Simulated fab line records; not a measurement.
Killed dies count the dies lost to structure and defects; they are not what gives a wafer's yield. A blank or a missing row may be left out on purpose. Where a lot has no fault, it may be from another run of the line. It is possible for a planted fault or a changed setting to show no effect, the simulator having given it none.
fab line records	flow nand_harc
[record] lots = 6	wafers = 18	last_day = 31
route steps=1302 shown A_CHANNEL_FILL_D2@612 A_STAIRCASE@639 END@1301
lots untouched by any fault: they come from a run of this same line in which no faults occurred
start_h: hours from the record's first day to the start of the lot's first wafer shown	wait_h: how many hours have passed since the lot's step before this one	" as in the row above	L1.1+2: a row that stands for several wafers	- no value, or no start given	* or withheld: withheld	< > ~ a bound
route shown NAME@n: NAME is a module with steps in the file, n the number in the route of the first one	usual: the fault-free wafers' mean and standard deviation	same: alike in all rows	chamber/n: place in a boat	sites: per-site readings	_std_site: the values' standard deviation	_edge_site: mean of outer sites minus mean of inner sites	radius_mm: for every site, how far away it sits from the centre of the wafer	mask NAME#n: copy n	behind: tool/chamber where the wafer was last shaped	hold: why the lot went on hold/how many hours it stayed there/how the hold came to an end	device: which transistor (n, p or np) failed to switch	end of line: tests run on the same wafers once the route is complete	a step with no rows: only its recipe	killed: at the first sort, the dies lost to defects and structure; wafer yield is something else	map: a wafer's dies, x killed, . not, _ none there
set.NAME: the setting as run; set.NAME@STEP: as run at that earlier step	model.NAME: the simulator's own value behind a step, which no gauge read
lots seen at some steps along the route; tables by step, rows by wafer
services: a tool's chamber out of use, with start hour (start_h, from the record's first day; less than 0 if before it), hours out, and reason
[[steps]]
[step NHARC_A_CHANNEL_FILL_D2_ALD_02]
[recipe] target_thk_a = 60	pulse_time_s = 10	ald_cycles = 60	temp_c = 300	material = SiO2
[usual] heater_power_w = 453/41	precursor_pulse_height_rel = 1.000/0.019	susceptor_temp_C = 300.00/0.18
lot.wafer	tool	chamber	start_h	wait_h	heater_power_w	precursor_pulse_height_rel	susceptor_temp_C
L196.2	ald_hk-04	3	293.18	-	403	1.020	299.98
L196.1	"	0	"	"	484	0.974	300.10
L196.4	"	2	"	"	473	1.000	300.22
L198.2	ald_hk-02	1	318.68	-	485	0.983	299.86
L198.4	"	2	"	"	421	0.984	300.21
L198.5	"	0	"	"	504	0.983	299.84
L199.2	ald_hk-04	2	338.28	-	466	1.001	299.93
L199.3	"	3	"	"	411	1.037	300.00
L199.4	"	1	"	"	419	0.999	299.98
L206.1	ald_hk-02	2	404.08	-	431	1.001	299.94
L206.4	"	1	"	"	511	1.013	299.86
L206.5	"	2	"	"	429	0.981	299.66
L212.1	ald_hk-01	2	459.33	-	425	0.995	299.69
L212.2	"	0	"	"	466	0.998	299.78
L212.4	"	1	"	"	387	0.994	300.05
L215.3	ald_hk-02	3	485.50	-	488	1.021	299.99
L215.2	"	0	"	"	506	1.001	299.75
L215.6	"	2	"	"	427	1.029	299.90
[step NHARC_A_CHANNEL_FILL_D2_ALD_03]
[recipe] target_thk_a = 60	pulse_time_s = 60	ald_cycles = 58	temp_c = 630	pressure_torr = 2	material = SiNx
[usual] precursor_pulse_height_rel = 1.001/0.021	susceptor_temp_C = 630.06/0.28
lot.wafer	tool	chamber	start_h	wait_h	precursor_pulse_height_rel	susceptor_temp_C
L196.1	ald_sin_batch-01	0	-	-	0.996	630.06
L196.2	"	0	"	"	0.992	629.79
L196.4	"	0	"	"	1.027	630.03
L198.2	ald_sin_batch-01	0	-	-	0.949	630.02
L198.4	"	0	"	"	0.985	630.02
L198.5	"	0	"	"	1.009	630.01
L199.2	ald_sin_batch-02	0	-	-	1.030	630.10
L199.3	"	0	"	"	0.998	629.85
L199.4	"	0	"	"	1.021	629.78
L206.1	ald_sin_batch-01	0	-	-	1.005	-
L206.4	"	0	"	"	1.020	-
L206.5	"	0	"	"	1.002	-
L212.1	ald_sin_batch-01	0	-	-	0.976	629.83
L212.2	"	0	"	"	0.990	630.21
L212.4	"	0	"	"	0.996	629.86
L215.2	ald_sin_batch-03	0	-	-	1.006	630.07
L215.3	"	0	"	"	0.993	630.22
L215.6	"	0	"	"	1.019	629.83
[step NHARC_A_CHANNEL_FILL_D2_ALD_14]
[recipe] target_thk_a = 25	pulse_time_s = 10	ald_cycles = 25	temp_c = 300	material = SiO2
[step NHARC_A_CHANNEL_FILL_D2_ALD_15]
[recipe] target_thk_a = 20	pulse_time_s = 60	ald_cycles = 19	temp_c = 630	pressure_torr = 2	material = SiNx
[usual] precursor_pulse_height_rel = 1.001/0.021	susceptor_temp_C = 629.95/0.27
lot.wafer	tool	chamber	start_h	wait_h	precursor_pulse_height_rel	susceptor_temp_C
L196.1	ald_sin_batch-01	0	-	-	1.029	630.21
L196.2	"	0	"	"	1.014	629.88
L196.4	"	0	"	"	0.980	630.53
L198.2	ald_sin_batch-02	0	-	-	1.005	-
L198.4	"	0	"	"	0.993	-
L198.5	"	0	"	"	1.024	-
L199.2	ald_sin_batch-03	0	-	-	1.031	-
L199.3	"	0	"	"	1.012	-
L199.4	"	0	"	"	0.990	-
L206.1	ald_sin_batch-02	0	-	-	0.996	630.29
L206.4	"	0	"	"	0.996	629.79
L206.5	"	0	"	"	1.004	630.25
L212.1	ald_sin_batch-01	0	-	-	1.006	630.38
L212.2	"	0	"	"	1.016	630.09
L212.4	"	0	"	"	0.989	630.18
L215.2	ald_sin_batch-02	0	497.04	3.3	0.981	629.76
L215.3	"	0	"	"	0.988	629.86
L215.6	"	0	"	"	1.020	629.91
[step NHARC_A_CHANNEL_FILL_D2_ALD_16]
[recipe] target_thk_a = 15	pulse_time_s = 10	ald_cycles = 15	temp_c = 300	material = SiO2
[step NHARC_A_CHANNEL_FILL_D2_ANNEAL_17]
[recipe] temp_c = 850	time_s = 1800
[step NHARC_A_CHANNEL_FILL_D2_CVD_18]
[recipe] target_thk_a = 30	temp_c = 550	material = poly-Si
[step NHARC_A_CHANNEL_FILL_D2_ETCHBACK_19]
[recipe] target_depth_a = 50	time_s = 1.7	hbr_flow_sccm = 150	cl2_flow_sccm = 50	rf_w = 400	icp_w = 400	bias_w = 100	chemistry = HBr/Cl2
[step NHARC_A_CHANNEL_FILL_D2_ETCHBACK_20]
[recipe] target_depth_a = 270	time_s = 13.5	c4f8_flow_sccm = withheld	o2_flow_sccm = 8	ar_flow_sccm = withheld	rf_w = 600	bias_w = 1500	chemistry = C4F8/O2/Ar
[step NHARC_A_CHANNEL_FILL_D2_STRIP_28]
[recipe] time_s = 20	o2_flow_sccm = 500	ar_flow_sccm = 0	bias_w = 0	chemistry = O2
[usual] chamber_pressure_mTorr = 60.00/0.052	drypump_motor_current_A = 5.7/0.33	oes_product_au = 1.006/0.014	rf_vpp_V = 57.7/0.96	showerhead_plenum_p_Torr = 3.51/0.16	throttle_valve_pct = 17.038/0.0086
lot.wafer	tool	chamber	start_h	wait_h	chamber_pressure_mTorr	drypump_motor_current_A	oes_product_au	rf_hours_counter_h	rf_vpp_V	showerhead_plenum_p_Torr	throttle_valve_pct
L196.1	rie_diel-05	3	318.47	0.1	59.95	6.1	0.993	2	58.3	3.78	17.034
L196.2	"	0	"	"	60.07	5.6	1.022	2	57.6	3.37	17.030
L196.4	"	1	"	"	59.99	6.0	0.999	2	58.0	3.52	17.043
L198.4	rie_diel-08	3	342.98	0.1	60.03	5.5	0.996	5	57.2	3.35	17.045
L198.2	"	0	"	"	60.01	5.8	0.998	5	58.0	3.53	17.042
L198.5	"	3	"	"	60.10	5.5	1.008	-	56.6	3.35	17.035
L199.2	rie_diel-08	1	361.97	0.1	59.93	5.7	0.996	5	56.8	3.63	17.037
L199.4	"	2	"	"	59.98	5.2	0.995	5	59.4	3.74	17.034
L199.3	"	3	"	"	60.00	5.5	1.000	6	56.7	3.35	17.032
L206.4	rie_diel-08	1	425.29	0.1	59.99	5.7	0.989	1	57.9	3.62	17.037
L206.1	"	2	"	"	59.95	5.3	1.009	1	57.7	3.74	17.054
L206.5	"	3	"	"	60.08	5.5	1.005	-	58.2	3.35	17.051
L212.2	rie_diel-08	1	486.24	0.1	60.04	5.7	0.984	2	57.2	3.62	17.048
L212.4	"	2	"	"	59.98	5.3	0.996	2	57.9	3.74	17.059
L212.1	"	0	"	"	59.99	5.8	1.001	2	58.2	3.53	17.038
L215.2	rie_diel-08	1	510.68	0.1	59.90	5.7	0.984	4	58.9	3.62	17.047
L215.3	"	2	"	"	60.07	5.2	0.995	3	59.5	3.74	17.032
L215.6	"	0	"	"	59.96	5.8	1.003	-	58.5	3.53	17.034
[step NHARC_A_CHANNEL_FILL_D2_PRECLEAN_21]
[recipe] time_s = 30	chemistry = dHF
[step NHARC_A_CHANNEL_FILL_D2_SRD_23]
[step NHARC_A_CHANNEL_FILL_D2_CVD_05]
[recipe] target_thk_a = 50	temp_c = 550	material = poly-Si
[usual] spike_tc_bottom_C = 572.7/1.8	spike_tc_centre_C = 550.3/1.3
lot.wafer	tool	chamber	start_h	wait_h	spike_tc_bottom_C	spike_tc_centre_C
L196.1	lpcvd_poly-01	0	320.93	2.3	570.8	547.9
L196.2	"	0	"	"	570.7	547.8
L196.4	"	0	"	"	571.0	548.2
L198.2	lpcvd_poly-01	-	345.44	2.3	-	-
L198.4	"	-	"	"	-	-
L198.5	"	-	"	"	-	-
L199.2	lpcvd_poly-02	-	365.67	3.6	-	-
L199.3	"	-	"	"	-	-
L199.4	"	-	"	"	-	-
L206.1	lpcvd_poly-01	0	427.75	2.3	570.7	549.9
L206.4	"	0	"	"	570.7	548.0
L206.5	"	0	"	"	571.0	549.0
L212.1	lpcvd_poly-03	0	488.79	2.4	571.8	550.8
L212.2	"	0	"	"	573.0	549.9
L212.4	"	0	"	"	570.7	552.1
L215.2	lpcvd_poly-03	0	513.23	2.4	572.5	550.6
L215.3	"	0	"	"	572.1	551.2
L215.6	"	0	"	"	570.6	552.0
[step NHARC_A_CHANNEL_FILL_D2_ANNEAL_22]
[recipe] temp_c = 620	time_s = 7200
[step NHARC_A_CHANNEL_FILL_D2_THK_MEAS_06]
[recipe] thk_meas_gauge = ellipsometry
[usual] thk_nm = 5.0/0.96
lot.wafer	tool	chamber	start_h	wait_h	thk_nm
L196.1	film_metro-01	-	330.14	0.4	5.8
L196.2	"	-	"	"	5.9
L196.4	"	-	"	"	4.7
L198.2	film_metro-02	-	354.62	0.4	4.2
L198.4	"	-	"	"	2.9
L198.5	"	-	"	"	2.4
L199.2	film_metro-01	-	374.95	0.4	3.3
L199.3	"	-	"	"	2.4
L199.4	"	-	"	"	3.2
L206.1	film_metro-01	-	437.05	0.4	4.4
L206.4	"	-	"	"	6.2
L206.5	"	-	"	"	4.6
L212.1	film_metro-01	-	500.13	0.4	6.1
L212.2	"	-	"	"	5.0
L212.4	"	-	"	"	5.0
L215.2	film_metro-01	-	522.61	0.4	6.7
L215.3	"	-	"	"	5.3
L215.6	"	-	"	"	3.7
[step NHARC_A_CHANNEL_FILL_D2_ALD_25]
[recipe] target_thk_a = 600	pulse_time_s = 10	ald_cycles = 600	temp_c = 300	material = SiOx
[step NHARC_A_CHANNEL_FILL_D2_ETCHBACK_08]
[recipe] target_depth_a = 2200	time_s = 110	c4f8_flow_sccm = 20	ar_flow_sccm = withheld	rf_w = 600	bias_w = 300	chemistry = C4F8
[step NHARC_A_CHANNEL_FILL_D2_STRIP_29]
[recipe] time_s = 20	o2_flow_sccm = 500	ar_flow_sccm = 0	bias_w = 0	chemistry = O2
[step NHARC_A_CHANNEL_FILL_D2_PRECLEAN_30]
[recipe] time_s = 30	chemistry = dHF
[step NHARC_A_CHANNEL_FILL_D2_SRD_31]
[step NHARC_A_CHANNEL_FILL_D2_CVD_09]
[recipe] target_thk_a = 1500	temp_c = 620	pressure_mtorr = 200	time_s = 3000	material = poly-Si
[step NHARC_A_CHANNEL_FILL_D2_CMP_10]
[recipe] target_thk_nm = 150
[step NHARC_A_CHANNEL_FILL_D2_SRD_12]
[step NHARC_A_CHANNEL_FILL_D2_RTA_24]
[recipe] temp_c = 1000	time_s = 5
[usual] anneal_temp_c_max = 1004.1/1.3	lamp_power_pct = 28.3/1.4	lamp_zone_6_pct = 28.2/1.4	wafer_temp_C_max = 1006.3/1.8
lot.wafer	tool	chamber	start_h	wait_h	anneal_temp_c_max	lamp_power_pct	lamp_zone_6_pct	wafer_temp_C_max
L196.1	rtp_anneal-01	0	341.88	0.0	1002.3	29.8	29.8	1006.6
L196.2	"	0	"	"	1002.7	29.8	29.8	1007.7
L196.4	"	0	"	"	1002.2	29.8	29.7	1006.9
L198.2	rtp_anneal-02	0	366.48	0.1	1005.9	27.0	26.9	1005.6
L198.4	"	0	"	"	1005.4	27.0	27.0	1004.6
L198.5	"	0	"	"	1006.6	27.0	26.9	1004.1
L199.2	rtp_anneal-02	0	386.73	0.1	1004.1	27.0	27.0	1004.4
L199.3	"	0	"	"	1005.1	27.0	27.0	1005.9
L199.4	"	0	"	"	1005.6	27.0	27.0	1004.5
L206.1	rtp_anneal-01	0	448.85	0.0	1002.9	29.8	29.8	1008.0
L206.4	"	0	"	"	1002.8	29.9	29.8	1006.2
L206.5	"	0	"	"	1002.5	29.9	29.8	1009.5
L212.1	rtp_anneal-01	0	515.51	0.0	1004.3	29.8	29.7	1007.4
L212.2	"	0	"	"	1003.5	29.8	29.8	1006.8
L212.4	"	0	"	"	1003.0	29.8	29.7	1008.4
L215.2	rtp_anneal-02	0	534.38	0.1	1005.8	27.0	27.0	1005.9
L215.3	"	0	"	"	1005.3	27.0	27.0	1005.0
L215.6	"	0	"	"	1005.4	27.0	26.9	1005.3
[step NHARC_A_CHANNEL_FILL_D2_INSPECT_13]
[usual] raw_defect_count = 370/110
lot.wafer	tool	chamber	start_h	wait_h	raw_defect_count
L196.1	defect_inspect-01	-	342.08	0.2	264
L196.2	"	-	"	"	372
L196.4	"	-	"	"	348
L198.2	defect_inspect-01	-	366.65	0.1	267
L198.4	"	-	"	"	388
L198.5	"	-	"	"	400
L199.2	defect_inspect-02	-	386.90	0.1	303
L199.3	"	-	"	"	380
L199.4	"	-	"	"	314
L206.1	defect_inspect-02	-	449.04	0.2	283
L206.4	"	-	"	"	303
L206.5	"	-	"	"	222
L212.1	defect_inspect-02	-	515.70	0.2	372
L212.2	"	-	"	"	350
L212.4	"	-	"	"	232
L215.2	defect_inspect-02	-	534.55	0.1	287
L215.3	"	-	"	"	259
L215.6	"	-	"	"	395
[step NHARC_A_STAIRCASE_DEP_156]
[recipe] target_thk_a = 500	temp_c = 400	target_thk_nm = 50	flow_sccm = 200	rf_w = 450	material = SiNx
[step NHARC_A_STAIRCASE_DEHYDRATE_158]
[recipe] temp_c = 150	time_s = 120
[step NHARC_A_STAIRCASE_HMDS_159]
[recipe] time_s = 30
[step NHARC_A_STAIRCASE_COAT_160]
[recipe] spin_rpm = 1200
[step NHARC_A_STAIRCASE_SOFTBAKE_161]
[recipe] temp_c = 135	time_s = 170
[step NHARC_A_STAIRCASE_EBR_162]
[step NHARC_A_STAIRCASE_EXPOSE_163]
[recipe] na = 0.5	dose_mj = 20.01	mask_id = STAIR_OPEN
[step NHARC_A_STAIRCASE_PEB_164]
[recipe] peb_temp_c = 115	peb_time_s = 130
[step NHARC_A_STAIRCASE_DEVELOP_165]
[recipe] time_s = 140
[step NHARC_A_STAIRCASE_HARDBAKE_167]
[recipe] temp_c = 120	time_s = 140
[step NHARC_A_STAIRCASE_DESCUM_168]
[recipe] time_s = 3	o2_flow_sccm = 200	ar_flow_sccm = 0	bias_power_w = 0	chemistry = O2
[step NHARC_A_STAIRCASE_ETCH_169]
[recipe] target_depth_a = 500	time_s = 107.1	ion_energy_ev = 120	ch3f_flow_sccm = 50	o2_flow_sccm = 30	ar_flow_sccm = 200	rf_w = 500	bias_w = 100	chemistry = CH3F/O2
[step NHARC_A_STAIRCASE_ETCH_170]
[recipe] target_depth_a = 2000	time_s = 66.667	ion_energy_ev = 250	c4f6_flow_sccm = 25	o2_flow_sccm = 20	ar_flow_sccm = 500	rf_w = 600	bias_w = 500	chemistry = C4F6/O2
[step NHARC_A_STAIRCASE_STRIP_171]
[recipe] power_w = 1500	temp_c = 250	chemistry = O2
[step NHARC_END_WLT_00]
[usual] VT_DECK1_BOTTOM = 0.872/0.0092	VT_DECK1_BOTTOM_INNER = 0.872/0.0094	VT_DECK1_MEDIAN_NEAR_BOTTOM = 0.873/0.0092	VT_DECK1_MEDIAN_NEAR_BOTTOM_INNER = 0.873/0.0098	VT_DECK1_MIDDLE = 0.884/0.0088	VT_DECK1_MIDDLE_INNER = 0.884/0.0084	VT_DECK1_TOP = 0.895/0.0088	VT_DECK1_TOP_INNER = 0.895/0.0081	VT_DECK2_BOTTOM = 0.868/0.0098	VT_DECK2_BOTTOM_INNER = 0.868/0.0093	VT_DECK2_MEDIAN_NEAR_BOTTOM = 0.869/0.0089	VT_DECK2_MEDIAN_NEAR_BOTTOM_INNER = 0.869/0.0098	VT_DECK2_MIDDLE = 0.882/0.0083	VT_DECK2_MIDDLE_INNER = 0.882/0.009	VT_DECK2_TOP = 0.893/0.0086	VT_DECK2_TOP_INNER = 0.893/0.0091
lot.wafer	tool	chamber	start_h	wait_h	hold	VT_DECK1_BOTTOM	VT_DECK1_BOTTOM_INNER	VT_DECK1_MEDIAN_NEAR_BOTTOM	VT_DECK1_MEDIAN_NEAR_BOTTOM_INNER	VT_DECK1_MIDDLE	VT_DECK1_MIDDLE_INNER	VT_DECK1_TOP	VT_DECK1_TOP_INNER	VT_DECK2_BOTTOM	VT_DECK2_BOTTOM_INNER	VT_DECK2_MEDIAN_NEAR_BOTTOM	VT_DECK2_MEDIAN_NEAR_BOTTOM_INNER	VT_DECK2_MIDDLE	VT_DECK2_MIDDLE_INNER	VT_DECK2_TOP	VT_DECK2_TOP_INNER
L196.1	prober-02	-	550.27	0.1	-	0.865	0.871	0.873	0.864	0.883	0.881	0.892	0.899	0.867	0.861	0.864	0.865	0.882	0.882	0.902	0.903
L196.2	"	-	"	"	-	0.874	0.882	0.883	0.874	0.894	0.895	0.908	0.902	0.890	0.882	0.885	0.888	0.889	0.894	0.899	0.897
L196.4	"	-	551.77	1.6	-	0.877	0.879	0.878	0.878	0.888	0.889	0.897	0.898	0.895	0.884	0.887	0.893	0.899	0.901	0.903	0.897
L198.2	prober-02	-	565.21	0.6	await_dispo/0.2h/release	5.969	5.907	5.983	6.024	6.027	5.965	5.992	5.995	5.990	6.053	5.955	5.977	5.940	5.985	5.978	6.022
L198.4	"	-	"	"	await_dispo/0.2h/release	6.026	5.957	6.021	5.967	5.996	6.015	6.050	6.020	5.994	6.004	5.987	6.028	5.941	5.982	6.006	5.993
L198.5	"	-	"	"	await_dispo/0.2h/release	5.976	5.988	6.032	6.008	6.011	5.988	5.997	6.008	5.982	5.988	6.034	5.995	6.018	5.981	5.992	5.958
L198.2	prober-02	-	572.94	7.2	-	5.997	5.950	5.961	5.968	6.043	5.968	5.955	6.004	6.004	5.980	5.962	5.994	5.992	6.051	6.035	5.961
L198.4	"	-	"	"	-	6.018	5.953	6.006	6.014	6.032	5.988	5.925	6.003	5.994	6.016	5.997	5.986	6.043	5.984	5.980	6.014
L198.5	"	-	"	"	-	5.991	5.998	5.991	5.979	6.092	6.018	6.018	5.992	6.011	5.967	5.974	6.039	6.033	6.007	5.992	6.013
L199.2	prober-01	-	601.43	0.5	await_dispo/0.2h/release	5.965	6.006	6.057	6.012	6.004	5.987	5.994	5.997	6.019	6.000	5.989	6.020	6.011	6.043	6.005	5.913
L199.3	"	-	"	"	await_dispo/0.2h/release	5.939	5.970	6.031	5.972	6.009	5.952	6.007	5.987	5.988	6.032	5.984	5.966	6.002	6.060	5.964	5.945
L199.4	"	-	"	"	await_dispo/0.2h/release	6.010	5.963	5.978	6.048	6.043	5.940	5.995	5.994	6.037	5.988	6.012	6.006	5.974	5.966	5.989	6.034
L199.2	prober-01	-	609.22	7.3	-	5.987	5.971	5.993	6.015	5.996	5.978	6.007	6.029	5.949	5.963	5.978	6.025	5.951	5.994	6.033	5.989
L199.3	"	-	"	"	-	6.024	5.968	5.976	6.019	5.999	5.984	5.995	6.011	5.962	6.071	6.005	5.974	5.960	5.985	6.031	6.004
L199.4	"	-	"	"	-	6.015	6.007	5.996	5.933	5.985	6.008	5.977	6.006	6.042	6.019	5.964	5.984	6.021	6.013	5.988	5.971
L206.1	prober-01	-	654.90	0.0	-	0.881	0.875	0.877	0.872	0.889	0.888	0.893	0.900	0.862	0.873	0.872	0.870	0.886	0.884	0.899	0.892
L206.4	"	-	656.40	1.5	-	0.876	0.880	0.875	0.881	0.883	0.892	0.900	0.903	0.876	0.874	0.879	0.883	0.885	0.885	0.895	0.902
L206.5	"	-	"	"	-	0.871	0.872	0.871	0.862	0.892	0.890	0.905	0.905	0.872	0.877	0.882	0.882	0.890	0.893	0.895	0.898
L212.1	prober-02	-	714.62	3.3	-	0.862	0.864	0.868	0.868	0.884	0.877	0.880	0.891	0.862	0.866	0.866	0.869	0.887	0.883	0.890	0.895
L212.2	"	-	"	"	-	0.867	0.875	0.872	0.862	0.874	0.878	0.889	0.887	0.871	0.873	0.871	0.871	0.879	0.879	0.896	0.893
L212.4	"	-	716.13	4.8	-	0.874	0.870	0.868	0.869	0.877	0.877	0.882	0.882	0.857	0.859	0.864	0.860	0.877	0.878	0.897	0.888
L215.2	prober-02	-	735.95	0.6	-	0.858	0.857	0.866	0.863	0.880	0.881	0.895	0.887	0.877	0.871	0.886	0.885	0.889	0.889	0.896	0.892
L215.3	"	-	"	"	-	0.873	0.885	0.875	0.877	0.886	0.885	0.894	0.896	0.878	0.871	0.876	0.875	0.889	0.888	0.902	0.906
L215.6	"	-	737.91	2.5	-	0.868	0.860	0.872	0.872	0.881	0.885	0.896	0.887	0.870	0.872	0.871	0.873	0.888	0.893	0.901	0.906
[step NHARC_END_SORT_01]
[recipe] temp_c = 25
[usual] defect_limited_yield = 91.7/2.5	killed_at_array = 52/18	killed_at_other = 1.0/1.4	killed_at_periphery = 3.1/2.3	killed_dies = 56/17	killed_open = 3.0/1.7	killed_short = 2.5/1.7	sort_bin_2_pct = 3.0/1.1	sort_bin_3_pct = 0.6/0.36	sort_bin_4_pct = 4.8/1.4	sort_n_pass = 621/17	sort_rim_yield_pct = 91/4.6	sort_yield_pct = 91.7/2.5
[same] gross_dies = 677	sort_bin_5_pct[%] = 0	sort_bin_6_pct[%] = 0	sort_bin_7_pct[%] = 0	sort_bin_8_pct[%] = 0	sort_rim_n_gross = 106.00
lot.wafer	tool	chamber	start_h	wait_h	defect_limited_yield[%]	killed_at_array	killed_at_other	killed_at_periphery	killed_dies	killed_open	killed_short	sort_bin_2_pct[%]	sort_bin_3_pct[%]	sort_bin_4_pct[%]	sort_n_pass	sort_rim_yield_pct[%]	sort_yield_pct[%]
L206.1	prober-01	0	657.89	2.5	90.4	63	2	0	65	3	5	3.1	0.7	5.8	612	90	90.4
L206.4	prober-01	0	660.31	3.4	92.0	50	0	4	54	8	3	2.8	0.7	4.4	623	93	92.0
L206.5	prober-01	0	661.12	3.7	90.0	64	1	3	68	4	5	3.4	1.0	5.6	609	93	90.0
L212.1	prober-02	0	717.65	2.5	93.6	35	1	7	43	4	2	1.8	0.7	3.8	634	91	93.6
L212.2	prober-02	0	718.45	2.8	93.6	33	0	10	43	0	4	2.2	0.3	3.8	634	98	93.6
L212.4	prober-02	0	720.05	3.4	92.8	36	2	11	49	2	1	2.8	0	4.4	628	92	92.8
L215.2	prober-02	0	739.21	2.8	92.6	42	2	6	50	2	1	2.7	0.7	4.0	627	87	92.6
L215.3	prober-02	0	740.02	3.1	90.3	52	1	13	66	1	2	3.5	0	6.2	611	96	90.3
L215.6	prober-02	0	742.46	4.1	92.3	47	2	3	52	2	2	3.2	0.3	4.1	625	94	92.3
// killed by level:class
L206.1 A_SLIT:chamber_film_flake=23 A_CHANNEL_HOLE_D2:chamber_film_flake=20 A_CHANNEL_HOLE_D1:chamber_film_flake=4 A_STAIRCASE:chamber_film_flake=3 A_CHANNEL_FILL_D2:chamber_film_flake=2 THIN_TSV:chamber_film_flake=2 A_DECK1_JOINT:geometric_particle:open=1 A_DECK1_JOINT:geometric_particle:short=1
L206.4 A_SLIT:chamber_film_flake=23 A_CHANNEL_HOLE_D2:chamber_film_flake=11 A_STAIRCASE:chamber_film_flake=6 P_CONTACT:geometric_particle:open=2 P_M0:geometric_particle:short=1 P_M0:geometric_particle:open=1 A_CHANNEL_HOLE_D1:geometric_particle:open=1 A_CHANNEL_FILL_D1:geometric_particle:open=1
L206.5 A_SLIT:chamber_film_flake=32 A_CHANNEL_HOLE_D2:chamber_film_flake=14 A_CHANNEL_HOLE_D1:chamber_film_flake=4 A_CHANNEL_FILL_D1:chamber_film_flake=3 A_STAIRCASE:chamber_film_flake=3 P_CONTACT:geometric_particle:short=1 P_M0:geometric_particle:open=1 P_M1:geometric_particle:open=1
L212.1 A_CHANNEL_HOLE_D2:chamber_film_flake=16 A_CHANNEL_HOLE_D1:chamber_film_flake=7 A_CONTACT:chamber_film_flake=3 A_M0:chamber_film_flake=3 P_GATE:chamber_film_flake=2 P_BONDPAD:chamber_film_flake=2 A_SLIT:chamber_film_flake=2 P_GATE:geometric_particle:short=1
L212.2 A_CHANNEL_HOLE_D2:chamber_film_flake=16 P_BONDPAD:chamber_film_flake=6 A_CHANNEL_HOLE_D1:chamber_film_flake=6 A_SLIT:chamber_film_flake=4 P_GATE:chamber_film_flake=3 A_M0:geometric_particle:short=2 P_M0:geometric_particle:short=1 A_ONON_D2:geometric_particle:short=1
L212.4 A_CHANNEL_HOLE_D2:chamber_film_flake=16 A_CHANNEL_HOLE_D1:chamber_film_flake=12 P_GATE:chamber_film_flake=5 P_BONDPAD:chamber_film_flake=4 A_CONTACT:chamber_film_flake=4 A_M0:chamber_film_flake=2 THIN_TSV:chamber_film_flake=2 P_CONTACT:geometric_particle:open=1
L215.2 A_CHANNEL_HOLE_D1:chamber_film_flake=22 A_SLIT:chamber_film_flake=6 A_CONTACT:chamber_film_flake=5 P_CONTACT:chamber_film_flake=3 A_BONDPAD:chamber_film_flake=3 A_CHANNEL_FILL_D1:geometric_particle:open=2 P_M2:chamber_film_flake=2 THIN_TSV:chamber_film_flake=2
L215.3 A_CHANNEL_HOLE_D1:chamber_film_flake=33 P_M2:chamber_film_flake=5 A_SLIT:chamber_film_flake=5 A_CONTACT:chamber_film_flake=5 P_CONTACT:chamber_film_flake=4 A_WL_FILL:chamber_film_flake=4 P_ZERO_WELL:chamber_film_flake=2 P_CONTACT:geometric_particle:short=1
L215.6 A_CHANNEL_HOLE_D1:chamber_film_flake=26 A_CONTACT:chamber_film_flake=6 A_CHANNEL_HOLE_D2:chamber_film_flake=5 A_SLIT:chamber_film_flake=3 A_M0:geometric_particle:open=2 A_WL_FILL:chamber_film_flake=2 THIN_TSV:chamber_film_flake=2 A_ONON_D1:geometric_particle:short=1
[[services]]
tool	chamber	start_h	hours	kind
rie_diel-08	0	273.30	-	clean
rie_diel-08	1	273.30	-	clean
rie_diel-08	2	273.30	-	clean
rie_diel-08	3	273.30	-	clean
rie_diel-08	2	292.48	4.4	repair
rie_diel-05	2	292.98	7.7	repair
rie_diel-05	1	295.27	3.9	repair
rie_diel-08	0	297.80	-	clean
rie_diel-08	1	297.80	-	clean
ald_hk-01	-	300.83	10.0	pm
rie_diel-08	-	346.28	3.4	repair
ald_hk-02	-	351.38	10.0	pm
rie_diel-08	0	367.47	8.9	repair
rie_diel-08	-	367.80	9.0	pm
rtp_anneal-01	-	372.11	12.0	pm
lpcvd_poly-03	-	386.46	26.0	pm
rie_diel-05	1	406.30	20.9	repair
rie_diel-05	-	406.63	9.0	pm
ald_hk-04	-	433.47	10.0	pm
lpcvd_poly-01	-	445.69	15.4	repair
rie_diel-05	-	457.52	1.5	repair
rie_diel-05	-	503.81	0.2	repair
ald_sin_batch-01	-	506.00	26.0	pm
ald_hk-02	-	530.86	10.0	pm
[[key]]
[first_sign] step = NHARC_A_CHANNEL_FILL_D2_CVD_05	reading = tool_record	direction = missing
[effect] step = NHARC_A_CHANNEL_FILL_D2_THK_MEAS_06	reading = thk_nm	direction = down	sigmas = 2.1	usual = 5.0	struck = 3.1
[effect] step = NHARC_END_WLT_00	reading = VT_DECK1_TOP_INNER	direction = up	sigmas = 99+	usual = 0.895	struck = 6.000
met_at NHARC_A_CHANNEL_FILL_D2_CVD_05
struck_wafers L198.2,L198.4,L198.5,L199.2,L199.3,L199.4
tester_left_out L198,L199
onset_between 320.93 345.44
[fault] kind = skipped_step_whole	tool = lpcvd_poly-01,lpcvd_poly-02	chamber = -	onset_h = 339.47	steps = NHARC_A_CHANNEL_FILL_D2_CVD_05	scope = struck_lots_only
// tester_left_out: of these lots the tester's yield and bins aren't shown, on N5 and GAA mostly nor the transistor test; their killed dies are dies lost to structure and defects alone, not to doping, threshold or leakage, so they don't give the yield
